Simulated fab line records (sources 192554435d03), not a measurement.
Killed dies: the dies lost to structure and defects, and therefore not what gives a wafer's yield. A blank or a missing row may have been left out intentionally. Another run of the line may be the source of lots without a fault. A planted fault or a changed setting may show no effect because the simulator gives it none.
Which tool is to blame?	flow n5 finfet	15 lots with 45 wafers sampled at 6 steps, on a route of 1938 steps

== WHAT THE GAUGES READ, wafer by wafer ==
N5_BEOL_M10_CD_MEAS_18: pitch 140 nm, target cd 70 nm.
lot	measured	on	cd nm (nm)
L704	day 9 22:19	cd sem-01	69.4 70.8 69.9
L706	day 11 00:35	cd sem-03	70.3 71.0 71.1
L710	day 11 13:32	cd sem-01	69.6 70.3 69.4
L708	day 11 18:07	cd sem-03	69.1 70.2 69.8
L715	day 13 07:42	cd sem-01	- - -
L716	day 13 14:58	cd sem-02	- - -
L718	day 13 18:35	cd sem-01	- - -
L719	day 14 11:26	cd sem-01	70.7 70.4 70.5
L720	day 14 16:25	cd sem-02	69.5 69.7 69.5
L721	day 14 19:44	cd sem-03	69.7 69.2 69.3
L722	day 14 20:04	cd sem-03	70.0 69.3 69.4
L723	day 15 04:06	cd sem-03	70.7 70.2 70.0
L724	day 15 15:36	cd sem-01	70.3 68.6 69.5
L725	day 15 16:07	cd sem-03	70.5 69.0 68.9
L726	day 16 08:14	cd sem-01	69.3 69.1 68.2

== EACH LOT AND THE TOOL THAT RAN IT (in order: tool; ch and the chambers of the sampled wafers; start) ==
lot	N5_BEOL_M9_ALD_74	N5_BEOL_M10_HM_DEP_02	N5_BEOL_M10_DESCUM_16	N5_BEOL_M10_ETCH_61	N5_BEOL_M10_ETCH_62
L704	ald metal-01 ch 0,2,3, day 9 17:20	pvd sputter-02, day 9 21:16	rie diel-04 ch 0,2,3, day 9 21:50	rie diel-04 ch 0,2,3, day 9 21:53	rie diel-04 ch 0,2,3, day 9 21:56
L706	ald metal-03 ch 0,2,3, day 10 19:42	pvd sputter-01, day 10 23:32	rie diel-02 ch 2,3, day 11 00:08	rie diel-02 ch 2,3, day 11 00:10	rie diel-02 ch 2,3, day 11 00:13
L710	ald metal-04 ch 0,2, day 11 08:38	pvd sputter-01, day 11 12:34	rie diel-03 ch 0,1,3, day 11 13:05	rie diel-03 ch 0,1,3, day 11 13:07	rie diel-03 ch 0,1,3, day 11 13:10
L708	ald metal-01 ch 0,1,2, day 11 12:54	pvd sputter-03, day 11 17:03	rie diel-03 ch 0,2,3, day 11 17:38	rie diel-03 ch 0,2,3, day 11 17:40	rie diel-03 ch 0,2,3, day 11 17:43
L715	ald metal-01 ch 0,3, day 13 02:58	pvd sputter-03, day 13 06:46	rie diel-02 ch 1,3, day 13 07:13	rie diel-02 ch 1,3, day 13 07:15	rie diel-02 ch 1,3, day 13 07:18
L716	ald metal-03 ch 0,2, day 13 11:20	pvd sputter-03, day 13 13:50	rie diel-03 ch 1,3, day 13 14:25	rie diel-03 ch 1,3, day 13 14:28	rie diel-03 ch 1,3, day 13 14:31
L718	ald metal-04 ch 0,2,3, day 13 13:06	pvd sputter-03, day 13 17:25	rie diel-03 ch 0,1,2, day 13 18:00	rie diel-03 ch 0,1,2, day 13 18:02	rie diel-03 ch 0,1,2, day 13 18:05
L719	ald metal-01 ch 0,2,3, day 14 06:37	pvd sputter-02, day 14 10:13	rie diel-04 ch 1,2,3, day 14 10:49	rie diel-04 ch 1,2,3, day 14 10:51	rie diel-04 ch 1,2,3, day 14 10:54
L720	ald metal-04 ch 0,2,3, day 14 12:19	pvd sputter-03, day 14 15:22	rie diel-04 ch 1,2,3, day 14 15:57	rie diel-04 ch 1,2,3, day 14 15:59	rie diel-04 ch 1,2,3, day 14 16:02
L721	ald metal-03 ch 2,3, day 14 15:47	pvd sputter-02, day 14 18:40	rie diel-04 ch 0,2,3, day 14 19:16	rie diel-04 ch 0,2,3, day 14 19:19	rie diel-04 ch 0,2,3, day 14 19:22
L722	ald metal-03 ch 0,1,2, day 14 16:22	pvd sputter-02, day 14 18:59	rie diel-04 ch 0,1,3, day 14 19:35	rie diel-04 ch 0,1,3, day 14 19:37	rie diel-04 ch 0,1,3, day 14 19:40
L723	ald metal-03 ch 2,3, day 15 00:06	pvd sputter-02, day 15 02:56	rie diel-03 ch 1,2,3, day 15 03:31	rie diel-03 ch 1,2,3, day 15 03:33	rie diel-03 ch 1,2,3, day 15 03:36
L724	ald metal-03 ch 1,2, day 15 06:39	pvd sputter-02, day 15 13:14	rie diel-02 ch 0,2,3, day 15 14:55	rie diel-02 ch 0,2,3, day 15 14:56	rie diel-02 ch 0,2,3, day 15 14:59
L725	ald metal-04 ch 0,1,3, day 15 09:46	pvd sputter-03, day 15 13:27	rie diel-02 ch 0,1,3, day 15 15:37	rie diel-02 ch 0,1,3, day 15 15:39	rie diel-02 ch 0,1,3, day 15 15:42
L726	ald metal-01 ch 2,3, day 16 03:53	pvd sputter-02, day 16 07:19	rie diel-02 ch 0,1, day 16 07:47	rie diel-02 ch 0,1, day 16 07:49	rie diel-02 ch 0,1, day 16 07:52
- N5_BEOL_M9_ALD_74: deposits TaN, target thk 2 nm, pulse time 2 s, purge time 3 s.
- N5_BEOL_M10_HM_DEP_02: deposits TiN, target thk 20 nm.
- N5_BEOL_M10_DESCUM_16: chemistry O2, time 7.9 s.
- N5_BEOL_M10_ETCH_61: etches SiARC in CF4, target depth 39 nm, time 65 s.
- N5_BEOL_M10_ETCH_62: etches SOC in N2/H2, target depth 110 nm, overetch 22 nm, time 165 s.

== WHAT THE TOOLS THEMSELVES READ (means of the sampled wafers that have a number; where no wafer has one, the mark that the record gives instead) ==
N5_BEOL_M9_ALD_74.
lot	tool	heater power w (W)
L704	ald metal-01	385
L706	ald metal-03	393
L710	ald metal-04	413
L708	ald metal-01	408
L715	ald metal-01	374
L716	ald metal-03	453
L718	ald metal-04	374
L719	ald metal-01	383
L720	ald metal-04	385
L721	ald metal-03	384
L722	ald metal-03	426
L723	ald metal-03	381
L724	ald metal-03	464
L725	ald metal-04	418
L726	ald metal-01	390

N5_BEOL_M10_HM_DEP_02.
lot	tool	substrate temp c (C)	throttle valve pct (%)
L704	pvd sputter-02	24.96	30.8
L706	pvd sputter-01	25.08	28.9
L710	pvd sputter-01	24.95	29.5
L708	pvd sputter-03	24.98	29.6
L715	pvd sputter-03	25.03	29.0
L716	pvd sputter-03	24.98	29.6
L718	pvd sputter-03	24.96	29.8
L719	pvd sputter-02	25.04	30.7
L720	pvd sputter-03	24.89	29.6
L721	pvd sputter-02	24.90	30.9
L722	pvd sputter-02	24.89	30.2
L723	pvd sputter-02	24.97	30.2
L724	pvd sputter-02	24.98	30.8
L725	pvd sputter-03	25.03	29.6
L726	pvd sputter-02	24.95	30.4

N5_BEOL_M10_DESCUM_16.
lot	tool	drypump motor current A (A)	oes product au (a.u.)	rf vpp V (V)	showerhead plenum p Torr (Torr)	throttle valve pct (%)
L704	rie diel-04	6.3	0.83	244.4	2.11	20.50
L706	rie diel-02	5.5	0.71	243.4	2.11	20.57
L710	rie diel-03	5.5	0.81	243.7	2.13	20.27
L708	rie diel-03	5.6	0.80	243.2	2.13	20.27
L715	rie diel-02	6.0	0.87	243.6	2.11	20.13
L716	rie diel-03	5.6	0.85	244.2	2.18	20.31
L718	rie diel-03	5.4	0.74	243.7	2.08	20.28
L719	rie diel-04	6.1	0.87	243.3	2.13	20.31
L720	rie diel-04	6.1	0.87	243.8	2.12	20.32
L721	rie diel-04	6.2	0.85	245.0	2.18	20.42
L722	rie diel-04	6.5	0.85	243.6	2.13	20.42
L723	rie diel-03	5.5	0.80	243.3	2.13	20.30
L724	rie diel-02	5.4	0.84	243.6	2.15	20.38
L725	rie diel-02	5.7	0.84	243.5	2.14	20.19
L726	rie diel-02	5.6	0.91	245.1	2.21	20.06

N5_BEOL_M10_ETCH_61.
lot	tool	bias w (W)	cf4 flow sccm (sccm)	drypump motor current A (A)	etch rf on time s (s)	oes product au (a.u.)	rf vpp V (V)	showerhead plenum p Torr (Torr)	throttle valve pct (%)
L704	rie diel-04	35.97	100.16	6.2	65.9	0.70	183.8	2.16	15.65
L706	rie diel-02	35.88	100.22	5.5	64.1	0.61	183.9	2.15	15.74
L710	rie diel-03	36.03	99.92	5.5	64.6	0.70	185.1	2.18	15.47
L708	rie diel-03	35.97	99.99	5.6	63.9	0.69	185.5	2.17	15.48
L715	rie diel-02	-	-	-	-	-	-	-	-
L716	rie diel-03	-	-	-	-	-	-	-	-
L718	rie diel-03	-	-	-	-	-	-	-	-
L719	rie diel-04	35.99	100.14	6.1	64.7	0.74	184.6	2.17	15.44
L720	rie diel-04	35.95	100.22	6.1	64.5	0.74	184.9	2.17	15.45
L721	rie diel-04	36.06	100.16	6.2	65.6	0.72	186.2	2.23	15.57
L722	rie diel-04	36.05	100.02	6.5	63.6	0.72	184.6	2.17	15.52
L723	rie diel-03	36.00	99.83	5.5	65.6	0.68	184.0	2.18	15.49
L724	rie diel-02	35.99	99.98	5.4	65.9	0.71	185.0	2.19	15.49
L725	rie diel-02	35.96	100.11	5.7	66.1	0.71	184.5	2.19	15.36
L726	rie diel-02	35.98	100.15	5.6	67.1	0.76	185.4	2.24	15.18

N5_BEOL_M10_ETCH_62.
lot	tool	bias w (W)	chamber pressure mTorr (mTorr)	drypump motor current A (A)	n2 flow sccm (sccm)	oes product au (a.u.)	rf vpp V (V)	showerhead plenum p Torr (Torr)	throttle valve pct (%)
L704	rie diel-04	150.0	30.005	6.2	200.4	0.70	524.4	2.57	17.87
L706	rie diel-02	150.4	29.995	5.5	200.3	0.60	524.8	2.56	18.02
L710	rie diel-03	150.0	29.998	5.5	200.4	0.69	525.3	2.60	17.72
L708	rie diel-03	150.2	30.007	5.6	200.2	0.67	524.9	2.58	17.72
L715	rie diel-02	150.2	30.018	6.0	199.9	0.33	525.1	2.58	17.59
L716	rie diel-03	149.9	30.011	5.6	199.5	0.32	526.7	2.65	17.57
L718	rie diel-03	150.0	29.986	5.4	200.4	0.28	523.1	2.54	17.68
L719	rie diel-04	149.9	30.018	6.2	199.5	0.73	524.3	2.58	17.63
L720	rie diel-04	149.6	30.010	6.1	200.1	0.73	525.2	2.58	17.63
L721	rie diel-04	150.0	30.019	6.2	200.0	0.72	527.0	2.66	17.79
L722	rie diel-04	150.0	30.020	6.5	200.0	0.71	524.7	2.58	17.75
L723	rie diel-03	150.3	29.997	5.5	199.7	0.67	525.1	2.59	17.64
L724	rie diel-02	149.4	30.002	5.4	200.2	0.71	526.1	2.60	17.73
L725	rie diel-02	149.8	30.009	5.7	199.9	0.71	525.3	2.60	17.57
L726	rie diel-02	149.7	29.991	5.6	199.8	0.77	526.5	2.66	17.33

== THE ANSWER, worked out from the rows above alone ==
Rule: usual is defined by the lots themselves. The widest of any qualifying gaps counts: lots, ordered by their means at a reading, are off when they make up no more than a third of the lots, leave a main group of 4 or more, and stand apart from it by 3 or more times the standard deviation of that group's means. A main group whose means are all the same, to the digits that the tables above print for the reading, isn't used. A lot without any number at a reading at which 4 lots or more have one is off too. The other lots that the step has rows for count as sound. After the gauges, taken in route order, come the tools' own readings; for these a lot's mean is taken, as printed above. The first step at which some lot is off is used, and at that step the reading that is off furthest; a lot without a number counts as furthest.
Off at N5_BEOL_M10_CD_MEAS_18 (cd nm): L715, L716, L718. Without a number there: L715, L716, L718. The main group: mean 69.8 nm, standard deviation 0.52.
A tool fits if, at a process step before that reading, it ran every lot that is off, and no sound lot after the first of them. The gauges at N5_BEOL_M10_CD_MEAS_18 aren't tried: what is off there is off at N5_BEOL_M10_ETCH_61 too, on other tools, and a gauge's error can't cause that. Of those tried, none fits.

== WHAT THE SIMULATOR PUT IN ==
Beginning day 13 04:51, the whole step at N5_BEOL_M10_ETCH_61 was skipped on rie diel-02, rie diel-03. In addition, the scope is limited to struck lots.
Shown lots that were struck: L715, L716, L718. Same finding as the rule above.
